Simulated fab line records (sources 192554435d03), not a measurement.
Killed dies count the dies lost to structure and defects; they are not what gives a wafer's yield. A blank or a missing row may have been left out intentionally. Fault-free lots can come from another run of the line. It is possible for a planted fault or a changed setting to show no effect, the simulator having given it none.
8D (eight disciplines) problem report, filled in by code | flow n5-finfet | the parts of the form that need people (team, actions taken, sign-off) are left out

1. WHAT IS WRONG
M8_ILD_THK at N5_BEOL_M8_THK_MEAS_01 reads a mean of 171.8 nm on 8 wafers of 3 lots; wafers without a fault read 154.7 nm with a standard deviation of 2.3. That puts it +7.4 standard deviations away from the usual mean.
The first sign was on wafer L455.1 at day 11 22:50, on film-metro-01. The record holds 32 wafers of 11 lots with a number at this step. By rule, "out" or "out of limits" means more than 4 standard deviations away from the usual mean. Any other wafer with a number is counted as sound.

2. WHAT IT IS, AND WHAT IT ISN'T
question                    | is                           | is not
which readings at this step | M8_ILD_THK                   | -
which lots                  | L455, L456, L457             | L445, L446, L448, L449, L459, L463, L464, L467
which wafers of those lots  | all that have a number       | -
read on which gauges        | film-metro-01, film-metro-02 | -
when                        | from day 11 22:50            | up to then (12 sound wafers); but 12 sound wafers of L459, L463, L464, L467 came after

3. THE SUSPECTS, EACH WITH WHAT RULES IT OUT
Counting: a tool at a process step up to the reading stays a suspect if it ran every lot that is out and no sound lot after the first of them.
- the gauge at N5_BEOL_M8_THK_MEAS_01: ruled out. The wafers that are out were read on 2 gauges (film-metro-01, film-metro-02).
- pecvd-01 at N5_BEOL_M8_ILD_DEP_00 (deposits SiCOH lowk from DEMS/porogen, target thk 179.75 nm, time 33.4 s): kept. All lots that are out passed through it, beginning with L455 at day 11 22:15, and no sound lot followed; its final sound lot before that point was L449 at day 10 03:56. Its own susceptor-temp-C readings are out on those wafers.
Left after counting: pecvd-01 at N5_BEOL_M8_ILD_DEP_00.

4. THE CAUSE (what the simulator had put in)
Process parameter drift: pecvd-01, from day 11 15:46 on, at N5_BEOL_M8_ILD_DEP_00. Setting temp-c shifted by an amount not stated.
The count eliminated every tool but this one.

5. SEQUENCE OF EFFECTS, ordered by route
Each row: a reading where the mean over the struck wafers with a number is more than 3 standard deviations away from the usual. Only readings whose record carries a usual standard deviation are examined. hours: median over the lots of the time between each lot's start at the first step of this table that gives one and its start at this step. sigmas: the change, counted in usual standard deviations.
hours | step                   | reading          | usual    | on struck wafers | change | sigmas
0     | N5_BEOL_M8_ILD_DEP_00  | susceptor-temp-C | 299.98 C | 285.12           | -14.86 | -83
1     | N5_BEOL_M8_THK_MEAS_01 | M8_ILD_THK       | 154.7 nm | 171.8            | +17.1  | +7.4
The process steps in it:
- N5_BEOL_M8_ILD_DEP_00: deposits SiCOH lowk from DEMS/porogen, target thk 179.75 nm, time 33.4 s.

6. WHAT WOULD HAVE CAUGHT IT SOONER
In this record the first reading out of limits at a measuring or inspecting step was taken at day 11 22:50, 7 hours after the fault began at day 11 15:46.
At N5_BEOL_M8_ILD_DEP_00, the tool's own readings (susceptor-temp-C) were out on each struck wafer the step has a row for, so an alarm limit on them would have fired on the first such wafer.
L456, L457, from the lots that are out (3), started N5_BEOL_M8_ILD_DEP_00 on pecvd-01 later than day 11 22:50. A hold on the tool at that time would have spared those 2.
